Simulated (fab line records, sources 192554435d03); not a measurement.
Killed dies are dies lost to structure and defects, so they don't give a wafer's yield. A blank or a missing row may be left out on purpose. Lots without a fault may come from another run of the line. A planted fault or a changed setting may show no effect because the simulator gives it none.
Chamber matching | flow n5_finfet | N5_BEOL_M1_DESCUM_16 on rie_diel-04: 4 sister chambers
The step chemistry O2, time 7 s. 7 wafers are shown with their chamber, then 11 later ones without.

WAFERS WITH THEIR CHAMBER
wafer  | chamber | showerhead_plenum_p_Torr (Torr) | drypump_motor_current_A (A)
L077.6 | 2       | 2.17                            | 5.5
L078.2 | 2       | 2.17                            | 5.5
L081.5 | 0       | 1.94                            | 6.3
L082.1 | 0       | 1.94                            | 6.4
L082.2 | 3       | 2.06                            | 6.0
L082.6 | 1       | 2.09                            | 6.2
L092.1 | 1       | 2.08                            | 6.2

WAFERS WITHOUT THEIR CHAMBER
wafer  | showerhead_plenum_p_Torr (Torr) | drypump_motor_current_A (A)
L092.4 | 2.17                            | 5.5
L092.5 | 2.08                            | 6.2
L095.2 | 1.93                            | 6.4
L095.4 | 2.16                            | 5.5
L095.5 | 2.05                            | 6.0
L097.2 | 1.93                            | 6.4
L097.3 | 2.05                            | 6.0
L097.5 | 2.08                            | 6.2
L096.3 | 1.93                            | 6.3
L096.4 | 2.05                            | 6.1
L096.6 | 2.08                            | 6.1

WHICH CHAMBER EACH WENT THROUGH
wafer  | from the rows above | in truth
L092.4 | 2                   | 2
L092.5 | 1                   | 1
L095.2 | 0                   | 0
L095.4 | 2                   | 2
L095.5 | 3                   | 3
L097.2 | 0                   | 0
L097.3 | 3                   | 3
L097.5 | 1                   | 1
L096.3 | 0                   | 0
L096.4 | 3                   | 3
L096.6 | 1                   | 1
Placed correctly: 11 of 11. Can't be placed from these rows: 0. Placed wrongly: 0.
How it was worked out, from the rows above alone: a wafer's distance from a chamber is the root of the sum, over the readings, of the square of ((its reading less the chamber's mean) divided by the reading's scatter). The wafer belongs to the nearest chamber; if the next one is less than 2 further off, it can't be placed. A chamber's mean is the mean of its shown wafers. The scatter: the root of (the sum of the squares of (reading less its chamber's mean) over the shown wafers, divided by (wafers less chambers)).
